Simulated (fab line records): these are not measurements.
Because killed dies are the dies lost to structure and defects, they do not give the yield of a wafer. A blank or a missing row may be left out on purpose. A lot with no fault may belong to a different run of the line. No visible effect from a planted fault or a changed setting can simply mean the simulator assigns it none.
fab line records | flow nand-harc
record lots=6 wafers=18 last-day=23
route steps=1159 shown A_CONTACT@941 A_BLC@964 END@1159
lots with no fault: from the same line, run without faults
start-h: the number of hours between the record's first day and the start of the first shown wafer of the lot | wait-h: time in hours since the lot's previous step | " as in the row above | L1.1+2: several wafers, shown together as one row | - value missing, or start not given | * or withheld: withheld | < > ~ a bound
route shown NAME@n: NAME is a module with steps in the file, n the number in the route of the first one | usual: mean and standard deviation over wafers with no fault | same: alike in all rows | chamber/n: place in a boat | sites: readings site by site | _std_site: standard deviation across them | _edge_site: outer sites' mean less inner sites' | radius-mm: how far each site lies from the wafer's centre | mask NAME#n: copy n | behind: tool/chamber where the wafer was last shaped | hold: reason for holding the lot/hours on hold/outcome of the hold | device: which transistor (n, p or np) failed to switch | end of line: the tests these same wafers got at the end of their route | a step given without rows: its recipe and nothing more | killed: not the wafer's yield, but the dies lost to structure and defects at the first sort | map: dies across one wafer; x = killed, . = not, _ = none there
set.NAME: the setting that was run; set.NAME@STEP: the one run at that earlier step | model.NAME: the simulator's own value behind a step, which no gauge read
a table for each step, a row for each wafer; lots at some steps of the route
services: from which hour (start-h, from the record's first day; less than 0 if before it) a tool's chamber was out of use, for how many hours, and why
## steps
# step NHARC_A_CONTACT_ETCH_30
# recipe target-depth-a=605 time-s=30.2 cf4-flow-sccm=100 chf3-flow-sccm=30 ar-flow-sccm=0 rf-w=500 bias-w=200 chemistry=CF4/CHF3
# step NHARC_A_CONTACT_ETCH_31
# recipe target-depth-a=20000 over-etch-frac=0.3 time-s=520 ion-energy-ev=150 o2-flow-sccm=400 cos-flow-sccm=20 ar-flow-sccm=0 rf-w=500 bias-w=300 chemistry=O2/COS
# step NHARC_A_CONTACT_ETCH_134
# recipe source-w=withheld pressure-mtorr=20 bias-v=withheld time-s=140 target-depth-a=7000 ar-flow-sccm=withheld c4f8-flow-sccm=withheld o2-flow-sccm=withheld chemistry=C4F8/O2/Ar
# step NHARC_A_CONTACT_ETCH_135
# recipe source-w=withheld pressure-mtorr=20 bias-v=3000 time-s=132 target-depth-a=12870 ar-flow-sccm=withheld c4f8-flow-sccm=withheld o2-flow-sccm=withheld chemistry=C4F8/O2/Ar
# step NHARC_A_CONTACT_ETCH_136
# recipe source-w=withheld pressure-mtorr=20 bias-v=3000 time-s=132 target-depth-a=12870 ar-flow-sccm=withheld c4f8-flow-sccm=withheld o2-flow-sccm=withheld chemistry=C4F8/O2/Ar
# step NHARC_A_CONTACT_ETCH_137
# recipe source-w=withheld pressure-mtorr=20 bias-v=3000 time-s=132 target-depth-a=12870 ar-flow-sccm=withheld c4f8-flow-sccm=withheld o2-flow-sccm=withheld chemistry=C4F8/O2/Ar
# same time-s=132
# columns lot.wafer tool chamber start-h wait-h rf-hours-counter-h
L366.1 har-cap-etch-01 1 393.70 0.1 63
L366.4 " 1 " " -
L366.3 " 0 " " -
L365.1 har-cap-etch-03 0 397.63 0.1 87
L365.2 " 1 " " 87
L365.6 " 0 " " -
L367.2 har-cap-etch-02 0 412.81 0.1 17
L367.3 " 0 " " -
L367.5 " 0 " " -
L368.4 har-cap-etch-01 1 421.37 0.1 -
L368.3 " 0 " " -
L368.5 " 0 " " -
L381.4 har-cap-etch-03 0 493.29 0.1 -
L381.6 " 0 " " -
L381.5 " 1 " " -
L382.2 har-cap-etch-01 0 494.10 0.1 81
L382.4 " 0 " " -
L382.6 " 1 " " -
# step NHARC_A_CONTACT_ETCH_138
# recipe source-w=withheld pressure-mtorr=20 bias-v=3000 time-s=132 target-depth-a=12890 ar-flow-sccm=withheld c4f8-flow-sccm=withheld o2-flow-sccm=withheld chemistry=C4F8/O2/Ar
# same time-s=132
# columns lot.wafer tool chamber start-h wait-h rf-hours-counter-h
L366.1 har-cap-etch-01 1 393.87 0.1 63
L366.4 " 1 " " -
L366.3 " 0 " " -
L365.1 har-cap-etch-03 0 397.75 0.1 87
L365.2 " 1 " " 87
L365.6 " 0 " " -
L367.2 har-cap-etch-02 0 412.98 0.1 17
L367.3 " 0 " " -
L367.5 " 0 " " -
L368.4 har-cap-etch-01 1 421.52 0.1 -
L368.3 " 0 " " -
L368.5 " 0 " " -
L381.4 har-cap-etch-03 0 493.41 0.1 -
L381.6 " 0 " " -
L381.5 " 1 " " -
L382.2 har-cap-etch-01 0 494.23 0.1 81
L382.4 " 0 " " -
L382.6 " 1 " " -
# step NHARC_A_CONTACT_ETCH_139
# recipe source-w=withheld pressure-mtorr=20 bias-v=400 time-s=137 target-depth-a=5900 ar-flow-sccm=withheld c4f8-flow-sccm=11.5 o2-flow-sccm=7.2 chemistry=C4F8/O2/Ar
# step NHARC_A_CONTACT_ETCH_92
# recipe target-depth-a=400 over-etch-frac=0.5 time-s=85.7 ion-energy-ev=120 ch3f-flow-sccm=50 o2-flow-sccm=30 ar-flow-sccm=200 rf-w=500 bias-w=100 chemistry=CH3F/O2
# step NHARC_A_CONTACT_ETCH_98
# recipe target-depth-a=200 over-etch-frac=0.5 time-s=10 ion-energy-ev=250 c4f6-flow-sccm=25 o2-flow-sccm=20 ar-flow-sccm=500 rf-w=600 bias-w=500 chemistry=C4F6/O2
# step NHARC_A_CONTACT_CD_MEAS_15
# usual cd-nm=90.0/0.55
# columns lot.wafer tool chamber start-h wait-h cd-nm
L366.1 cd-sem-01 - 394.79 - 89.6
L366.3 " - " " 89.6
L366.4 " - " " 89.2
L365.1 cd-sem-03 - 398.51 - 90.8
L365.2 " - " " 90.9
L365.6 " - " " 90.7
L367.2 cd-sem-02 - 414.06 - 89.6
L367.3 " - " " 89.7
L367.5 " - " " 90.0
L368.3 cd-sem-01 - 422.24 - 90.9
L368.4 " - " " 90.1
L368.5 " - " " 90.5
L381.4 cd-sem-03 - 494.12 - 91.1
L381.5 " - " " 91.0
L381.6 " - " " 91.0
L382.2 cd-sem-01 - 495.01 - 90.4
L382.4 " - " " 89.9
L382.6 " - " " 89.3
# step NHARC_A_CONTACT_STRIP_107
# recipe n2-flow-sccm=150 h2-flow-sccm=150 ar-flow-sccm=0 bias-w=0 chemistry=N2/H2
# step NHARC_A_CONTACT_STRIP_108
# recipe cf4-flow-sccm=100 chf3-flow-sccm=30 ar-flow-sccm=0 bias-w=0 chemistry=CF4/CHF3
# columns lot.wafer tool chamber start-h wait-h
L366.1+3+4 rie-diel-07 1,2,3 395.02 0.1
L365.2+1+6 rie-diel-07 1,3,2 398.68 0.1
L367.2+3+5 rie-diel-11 1,2,0 414.42 0.2
L368.3+4+5 rie-diel-01 1,2,0 422.40 0.1
L381.4+6+5 rie-diel-07 3,3,0 494.28 0.1
L382.4+2+6 rie-diel-07 3,1,2 495.18 0.1
# step NHARC_A_CONTACT_STRIP_109
# recipe o2-flow-sccm=400 cos-flow-sccm=20 ar-flow-sccm=0 bias-w=0 chemistry=O2/COS
# step NHARC_A_CONTACT_ETCH_110
# recipe target-depth-a=500 overetch-a=50 time-s=27.5 ion-energy-ev=100 cf4-flow-sccm=80 o2-flow-sccm=20 ar-flow-sccm=0 rf-w=300 bias-w=100 chemistry=CF4/O2
# step NHARC_A_CONTACT_STRIP_26
# recipe o2-flow-sccm=500 ar-flow-sccm=0 bias-w=0 chemistry=O2
# step NHARC_A_CONTACT_STRIP_27
# recipe time-s=600 temp-c=30 chemistry=post-etch-residue-remover
# step NHARC_A_CONTACT_ALD_18
# recipe target-thk-a=30 pulse-time-s=1 ald-cycles=150 temp-c=450 material=TiN
# usual heater-power-w=1063/140 precursor-pulse-height-rel=1.001/0.021
# columns lot.wafer tool chamber start-h wait-h heater-power-w precursor-pulse-height-rel since-wet-clean-h
L366.3 ald-metal-01 0 395.78 - 945 0.998 105
L366.4 " 1 " " 1281 1.004 105
L366.1 " 3 " " 961 1.008 105
L365.1 ald-metal-01 0 399.47 - 934 1.014 109
L365.2 " 2 " " 1080 0.995 109
L365.6 " 3 " " 985 1.023 -
L367.2 ald-metal-02 0 415.41 - 1105 0.986 41
L367.3 " 1 " " 863 0.982 41
L367.5 " 1 " " 892 0.998 -
L368.3 ald-metal-01 3 423.24 - 1002 1.014 132
L368.4 " 2 " " 1039 1.024 132
L368.5 " 3 " " 954 0.995 -
L381.4 ald-metal-02 0 495.07 - 1152 1.025 121
L381.5 " 3 " " 1204 0.974 -
L381.6 " 0 " " 1133 1.028 -
L382.2 ald-metal-01 0 496.10 - 943 1.017 27
L382.4 " 2 " " 1041 1.025 27
L382.6 " 0 " " 966 1.005 -
# step NHARC_A_CONTACT_CVD_19
# recipe target-thk-a=3000 temp-c=300 pressure-torr=40 wf6-flow-sccm=40 h2-flow-sccm=1600 ar-flow-sccm=1560 time-s=802 material=W
# usual heater-power-w=439/39 throttle-valve-pct=8.02/0.25
# same time-s=802
# columns lot.wafer tool chamber start-h wait-h heater-power-w since-wet-clean-h throttle-valve-pct
L366.1 cvd-w-02 0 - - 486 9 8.04
L366.4 " 0 " " 481 - 7.86
L366.3 " 1 " " 372 - 8.24
L365.2 cvd-w-02 0 - - 495 11 7.62
L365.1 " 1 " " 379 11 8.36
L365.6 " 1 " " 384 - 8.15
L367.2 cvd-w-02 1 - - 373 26 8.16
L367.3 " 0 " " 495 - 7.88
L367.5 " 1 " " 363 - 8.08
L368.3 cvd-w-01 1 - - 455 - 7.90
L368.4 " 0 " " 435 - 8.25
L368.5 " 0 " " 432 - 7.98
L381.4 cvd-w-01 0 - - 446 - 7.80
L381.5 " 0 " " 446 - 7.84
L381.6 " 1 " " 452 - 7.61
L382.2 cvd-w-01 0 - - 458 8 7.84
L382.4 " 1 " " 444 - 8.04
L382.6 " 0 " " 445 - 7.86
# step NHARC_A_CONTACT_CMP_20
# recipe t-overpolish-s=30 target-thk-nm=300
# step NHARC_A_CONTACT_SRD_22
# step NHARC_A_BLC_DEHYDRATE_00
# recipe temp-c=150 time-s=120
# step NHARC_A_BLC_HMDS_01
# recipe time-s=30
# step NHARC_A_BLC_COAT_02
# recipe temp-c=260 time-s=75
# step NHARC_A_BLC_COAT_03
# recipe temp-c=225 time-s=65
# step NHARC_A_BLC_COAT_04
# recipe spin-rpm=1500 resist-thk-nm=90
# step NHARC_A_BLC_SOFTBAKE_05
# recipe temp-c=105 time-s=55
# step NHARC_A_BLC_EBR_06
# step NHARC_A_BLC_EXPOSE_07
# recipe na=1.35 target-cd-nm=100 dose-mj=67.97 mask-id=A_BLC
# step NHARC_A_BLC_PEB_08
# recipe peb-temp-c=100 peb-time-s=65
# step NHARC_A_BLC_DEVELOP_09
# recipe develop-time-s=35 dev-temp-c=23
# step NHARC_A_BLC_CD_MEAS_10
# recipe target-cd-nm=100 landing-energy-ev=500
# usual cd-nm=100.1/0.5
# columns lot.wafer tool chamber start-h wait-h cd-nm
L366.1 cd-sem-02 0 400.48 - 100.3
L366.3 " 0 " " 100.0
L366.4 " 0 " " 100.4
L365.1 cd-sem-02 0 402.08 - 99.6
L365.2 " 0 " " 100.1
L365.6 " 0 " " 99.9
L367.2 cd-sem-01 0 417.42 - 100.3
L367.3 " 0 " " 99.7
L367.5 " 0 " " 99.6
L368.3 cd-sem-01 0 425.26 - 100.4
L368.4 " 0 " " 100.7
L368.5 " 0 " " 100.4
L381.4 cd-sem-02 0 499.72 - 100.4
L381.5 " 0 " " 100.1
L381.6 " 0 " " 100.0
L382.2 cd-sem-03 0 500.46 - 99.4
L382.4 " 0 " " 98.9
L382.6 " 0 " " 99.5
# step NHARC_A_BLC_OVL_MEAS_11
# usual overlay-x-nm=0.2/0.98 overlay-y-nm=-0.3/0.67
# columns lot.wafer tool chamber start-h wait-h overlay-x-nm overlay-y-nm
L366.1 overlay-01 - 400.58 - -0.3 0.7
L366.3 " - " " 0.4 1.0
L366.4 " - " " 0.3 0.7
L365.1 overlay-01 - 402.17 - 0.4 0.5
L365.2 " - " " 0.3 0.1
L365.6 " - " " 0.0 0.5
L367.2 overlay-02 - 417.50 - 0.8 -0.3
L367.3 " - " " 1.3 -0.5
L367.5 " - " " 0.8 -0.4
L368.3 overlay-01 - 425.34 - 2.5 0.4
L368.4 " - " " 2.0 0.6
L368.5 " - " " 2.9 0.6
L381.4 overlay-01 - 499.81 - 1.1 -1.0
L381.5 " - " " 0.1 -0.3
L381.6 " - " " 1.3 -1.5
L382.2 overlay-01 - 500.54 - 1.2 -0.8
L382.4 " - " " 1.2 -0.6
L382.6 " - " " 1.3 -1.3
# step NHARC_A_BLC_DESCUM_15
# recipe time-s=3 o2-flow-sccm=200 ar-flow-sccm=0 bias-power-w=0 chemistry=O2
# usual drypump-motor-current-A=5.8/0.6 o2-flow-sccm=200.0/0.59 oes-product-au=0.999/0.0067 rf-vpp-V=58.0/0.83 showerhead-plenum-p-Torr=1.95/0.071 throttle-valve-pct=11.311/0.0099
# same time-s=3
# columns lot.wafer tool chamber start-h wait-h drypump-motor-current-A o2-flow-sccm oes-product-au rf-hours-counter-h rf-vpp-V showerhead-plenum-p-Torr throttle-valve-pct
L366.3 rie-diel-10 3 400.67 0.1 4.9 200.1 0.996 3 57.0 1.93 11.303
L366.1 " 0 " " 6.5 200.6 0.987 3 58.5 2.02 11.314
L366.4 " 1 " " 6.4 200.1 1.000 4 57.2 1.86 11.308
L365.1 rie-diel-13 0 402.27 0.1 6.1 200.4 1.004 15 58.3 1.85 11.305
L365.2 " 2 " " 5.5 199.8 0.999 15 58.1 1.98 11.310
L365.6 " 1 " " 5.1 199.7 0.984 - 59.0 2.02 11.328
L367.3 rie-diel-10 1 417.61 0.1 6.4 200.8 1.011 6 58.5 1.86 11.302
L367.2 " 3 " " 4.9 200.0 0.987 5 59.7 1.92 11.306
L367.5 " 0 " " 6.5 199.5 1.003 - 58.5 2.02 11.312
L368.3 rie-diel-13 2 425.47 0.1 5.5 200.5 1.005 18 57.8 1.98 11.297
L368.4 " 0 " " 6.1 199.7 0.997 - 58.7 1.85 11.320
L368.5 " 1 " " 5.1 199.8 0.998 - 57.8 2.01 11.306
L381.4 rie-diel-10 0 499.90 0.1 6.5 200.4 0.985 13 58.0 2.02 11.307
L381.5 " 0 " " 6.5 200.5 0.988 - 58.5 2.02 11.322
L381.6 " 1 " " 6.4 200.3 0.998 - 57.2 1.85 11.289
L382.4 rie-diel-13 2 500.64 0.1 5.6 200.3 0.998 4 58.7 1.97 11.316
L382.2 " 1 " " 5.1 199.7 1.002 4 58.8 2.01 11.311
L382.6 " 3 " " 5.5 200.7 0.994 - 57.3 2.03 11.292
# step NHARC_A_BLC_ETCH_16
# recipe target-depth-a=390 over-etch-frac=0.3 time-s=65 ion-energy-ev=80 cf4-flow-sccm=150 ar-flow-sccm=0 rf-w=300 bias-w=100 chemistry=CF4
# step NHARC_A_BLC_ETCH_17
# recipe target-depth-a=3900 over-etch-frac=0.25 time-s=609.38 ion-energy-ev=200 n2-flow-sccm=150 h2-flow-sccm=150 ar-flow-sccm=0 rf-w=400 bias-w=150 chemistry=N2/H2
# step NHARC_A_BLC_ETCH_18
# recipe target-depth-a=9100 c4f8-flow-sccm=20 o2-flow-sccm=10 ar-flow-sccm=withheld rf-w=600 bias-w=1500 chemistry=C4F8/O2/Ar
# step NHARC_A_BLC_CD_MEAS_19
# usual cd-nm=99.7/1.5
# columns lot.wafer tool chamber start-h wait-h cd-nm
L366.1 cd-sem-01 - 401.64 - 101.1
L366.3 " - " " 97.7
L366.4 " - " " 99.6
L365.1 cd-sem-03 - 403.44 - 100.6
L365.2 " - " " 99.8
L365.6 " - " " 97.3
L367.2 cd-sem-02 - 418.57 - 100.2
L367.3 " - " " 98.7
L367.5 " - " " 100.7
L368.3 cd-sem-01 - 426.61 - 97.2
L368.4 " - " " 100.0
L368.5 " - " " 100.7
L381.4 cd-sem-02 - 500.88 - 98.7
L381.5 " - " " 99.2
L381.6 " - " " 98.9
L382.2 cd-sem-03 - 501.62 - 97.3
L382.4 " - " " 96.1
L382.6 " - " " 96.2
# step NHARC_A_BLC_STRIP_29
# recipe cf4-flow-sccm=150 ar-flow-sccm=0 bias-w=0 chemistry=CF4
# step NHARC_END_SORT_01
# recipe temp-c=25
# usual killed-at-array=28/11 killed-at-other=0.8/1.3 killed-at-periphery=3.6/2.5 killed-dies=32/11 killed-open=3.0/1.8 killed-short=2.0/1.5
# same gross-dies=677
# columns lot.wafer tool chamber start-h wait-h killed-at-array killed-at-other killed-at-periphery killed-dies killed-open killed-short
L366.1 prober-02 0 477.26 2.5 34 0 3 37 2 2
L366.3 prober-02 0 478.86 3.1 28 1 1 30 3 2
L366.4 prober-02 0 479.67 3.4 24 0 1 25 0 4
L367.2 prober-02 0 493.69 2.8 11 3 4 18 2 2
L367.3 prober-02 0 494.50 3.1 9 3 1 13 1 1
L367.5 prober-02 0 496.10 3.7 18 1 4 23 2 1
L382.2 prober-01 0 548.67 2.8 102 0 1 103 4 3
L382.4 prober-01 0 550.27 3.4 115 2 3 120 5 4
L382.6 prober-01 0 551.87 4.0 97 0 2 99 3 2
L381.4 prober-02 0 550.16 3.4 125 2 6 133 5 1
L381.5 prober-02 0 550.97 3.7 131 1 6 138 2 2
L381.6 prober-02 0 551.78 4.0 122 3 2 127 5 1
# killed by level:class
L366.1 A_SLIT:chamber-film-flake=14 A_CHANNEL_HOLE_D1:chamber-film-flake=12 A_WL_FILL:chamber-film-flake=3 A_BONDPAD:chamber-film-flake=2 P_CONTACT:geometric-particle:short=1 P_M0:geometric-particle:open=1 A_WL_FILL:geometric-particle:open=1 A_WL_FILL:geometric-particle:short=1
L366.3 A_CHANNEL_HOLE_D1:chamber-film-flake=12 A_SLIT:chamber-film-flake=7 A_BONDPAD:chamber-film-flake=3 A_M0:geometric-particle:open=2 A_WL_FILL:chamber-film-flake=2 P_M0:geometric-particle:short=1 A_CONTACT:geometric-particle:open=1 STARTING-WAFER:geometric-particle:short=1
L366.4 A_CHANNEL_HOLE_D1:chamber-film-flake=8 A_SLIT:chamber-film-flake=8 A_CONTACT:chamber-film-flake=3 A_WL_FILL:chamber-film-flake=2 P_CONTACT:geometric-particle:short=1 A_SOURCE_PLATE:geometric-particle:short=1 A_SGD_CUT:geometric-particle:short=1 A_M0:geometric-particle:short=1
L367.2 A_STAIRCASE:chamber-film-flake=3 THIN_TSV:chamber-film-flake=3 P_ZERO_WELL:chamber-film-flake=2 A_CHANNEL_HOLE_D1:chamber-film-flake=2 A_CONTACT:chamber-film-flake=2 P_M1:geometric-particle:short=1 A_SOURCE_PLATE:geometric-particle:open=1 A_ONON_D1:geometric-particle:short=1
L367.3 A_CHANNEL_HOLE_D1:chamber-film-flake=3 THIN_TSV:chamber-film-flake=3 A_STAIRCASE:chamber-film-flake=2 A_SLIT:chamber-film-flake=2 A_CONTACT:geometric-particle:open=1 A_M0:geometric-particle:short=1 P_M1:chamber-film-flake=1
L367.5 A_CHANNEL_HOLE_D1:chamber-film-flake=6 A_STAIRCASE:chamber-film-flake=5 A_ONON_D1:geometric-particle:open=2 P_STI:chamber-film-flake=2 A_CONTACT:chamber-film-flake=2 A_CHANNEL_FILL_D1:geometric-particle:short=1 P_ZERO_WELL:chamber-film-flake=1 P_GATE:chamber-film-flake=1
L382.2 A_CONTACT:unspecified=75 A_SLIT:chamber-film-flake=14 A_STAIRCASE:chamber-film-flake=3 A_WL_FILL:geometric-particle:short=2 A_CHANNEL_HOLE_D1:chamber-film-flake=2 P_M0:geometric-particle:open=1 A_ONON_D1:geometric-particle:short=1 A_CHANNEL_HOLE_D1:geometric-particle:open=1
L381.4 A_CONTACT:unspecified=74 A_CHANNEL_HOLE_D1:chamber-film-flake=21 A_SLIT:chamber-film-flake=19 A_CONTACT:chamber-film-flake=4 P_GATE:chamber-film-flake=3 A_BLC:geometric-particle:open=2 P_M2:chamber-film-flake=2 THIN_TSV:chamber-film-flake=2
L382.4 A_CONTACT:unspecified=74 A_SLIT:chamber-film-flake=19 A_CHANNEL_HOLE_D1:chamber-film-flake=8 A_STAIRCASE:chamber-film-flake=4 THIN_TSV:chamber-film-flake=2 A_ZERO_WELL:chamber-film-flake=2 P_GATE:geometric-particle:short=1 P_CONTACT:geometric-particle:open=1
L381.5 A_CONTACT:unspecified=100 A_SLIT:chamber-film-flake=13 A_CHANNEL_HOLE_D1:chamber-film-flake=13 P_GATE:chamber-film-flake=3 A_CONTACT:chamber-film-flake=3 P_GATE:geometric-particle:short=1 P_CONTACT:geometric-particle:short=1 P_M0:geometric-particle:open=1
L381.6 A_CONTACT:unspecified=74 A_SLIT:chamber-film-flake=21 A_CHANNEL_HOLE_D1:chamber-film-flake=14 A_STAIRCASE:chamber-film-flake=4 A_CONTACT:chamber-film-flake=3 THIN_TSV:chamber-film-flake=3 A_CONTACT:geometric-particle:open=2 P_M2:chamber-film-flake=2
L382.6 A_CONTACT:unspecified=62 A_SLIT:chamber-film-flake=18 A_CHANNEL_HOLE_D1:chamber-film-flake=7 A_STAIRCASE:chamber-film-flake=3 A_CONTACT:chamber-film-flake=2 P_M1:geometric-particle:short=1 A_ONON_D1:geometric-particle:open=1 A_CHANNEL_FILL_D1:geometric-particle:open=1
# map L381.5 (x killed, . not)
____________.____________
_________......._________
_______..........._______
______.............______
_____..............._____
____.................____
____.................____
___........x..........___
___...................___
__.x................x..__
__.....x...............__
_......................._
_....x..........x..x.x.._
_...............xxxx...._
_...............xxxxx..._
_.............xxxxxxx..._
...x..........xxxxxxxx...
..............xxxxxxxxx..
.............xxxxxxxxxx..
.............xxxxxxxxx...
..............xxxxxxxxx..
_x............xxxxxxxx.x_
_............xxxxxxxxxx._
_.............xxxxxxxx.._
_............xxxxxxxx..._
_..........x...xxxxxx..._
__...xx..........xxxx..__
__..x.........xx..x....__
___......x.......x....___
___...................___
____............x....____
____xxxxx............____
_____xxxx..........._____
______xxx..........______
_______..........._______
_________......._________
____________.____________
# map L382.4 (x killed, . not)
____________.____________
_________......._________
_______..........._______
______..........x.x______
_____..........x..xx_____
____.............xxxx____
____......x.....xxxxx____
___.x.xx........xxxxxx___
___..............xxxxx___
__...x.........xxxxxxxx__
__.......x.....x.xxxxxx__
_...............xxxxxxxx_
_...x...........xxxxxxxx_
_..x.x...........xxxxxxx_
_x.x....x.........xxxxxx_
_..................x.xx._
...................xx....
.....................x...
.............x...........
...x.....................
.........................
_...............x.x....._
_.............x.x.xx...._
_..............x.x..x..._
_......x........x.xxx..._
_.........x....x.x......_
__............x...x....__
__...x..........xxxx...__
___...........x...x...___
___...................___
____.....x.....x.....____
____..........x......____
_____..............._____
______..........x..______
_______..x........_______
_________......._________
____________.____________
## services
# columns tool chamber start-h hours kind
cvd-w-02 - 376.55 13.0 pm
rie-diel-07 0 384.24 - clean
rie-diel-07 1 384.24 - clean
rie-diel-07 2 384.24 - clean
rie-diel-07 3 384.24 - clean
rie-diel-11 0 386.54 1.2 repair
ald-metal-02 3 398.07 4.1 repair
rie-diel-01 - 405.05 9.7 repair
rie-diel-07 - 405.20 9.0 pm
rie-diel-07 0 405.20 9.0 vent-cycle
rie-diel-07 1 405.20 9.0 vent-cycle
rie-diel-07 2 405.20 9.0 vent-cycle
rie-diel-07 3 405.20 9.0 vent-cycle
rie-diel-07 0 414.20 - clean
rie-diel-11 0 424.89 9.5 repair
rie-diel-10 0 427.08 6.7 repair
rie-diel-01 1 438.10 3.6 repair
rie-diel-13 - 453.00 9.0 pm
rie-diel-07 1 456.38 4.5 repair
rie-diel-10 2 457.66 3.5 repair
ald-metal-01 - 458.98 10.0 pm
cvd-w-01 - 477.80 13.0 pm
rie-diel-10 2 480.05 3.0 repair
rie-diel-01 - 491.99 9.0 pm
## key
first-sign step=NHARC_END_SORT_01 reading=killed-at-array direction=up sigmas=8.3 usual=28 struck=115
effect step=NHARC_END_SORT_01 reading=killed-dies direction=up sigmas=7.9 usual=32 struck=120
more-kills-born-at NHARC_A_CONTACT_STRIP_108@rie-diel-07=459
met-at NHARC_A_CONTACT_STRIP_108
struck-wafers L381.4,L381.5,L381.6,L382.2,L382.4,L382.6
tester-left-out L381,L382
onset-between 398.68 494.28
also-fits time
fault kind=chamber-particle-source tool=rie-diel-07 chamber=- onset-h=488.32 steps=NHARC_A_CONTACT_STRIP_108 rate-per-visit-cm2=1.8636 end-h=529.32
# tester-left-out: of these lots the tester's yield and bins aren't shown, on N5 and GAA mostly nor the transistor test; their killed dies are dies lost to structure and defects alone, not to doping, threshold or leakage, so they don't give the yield
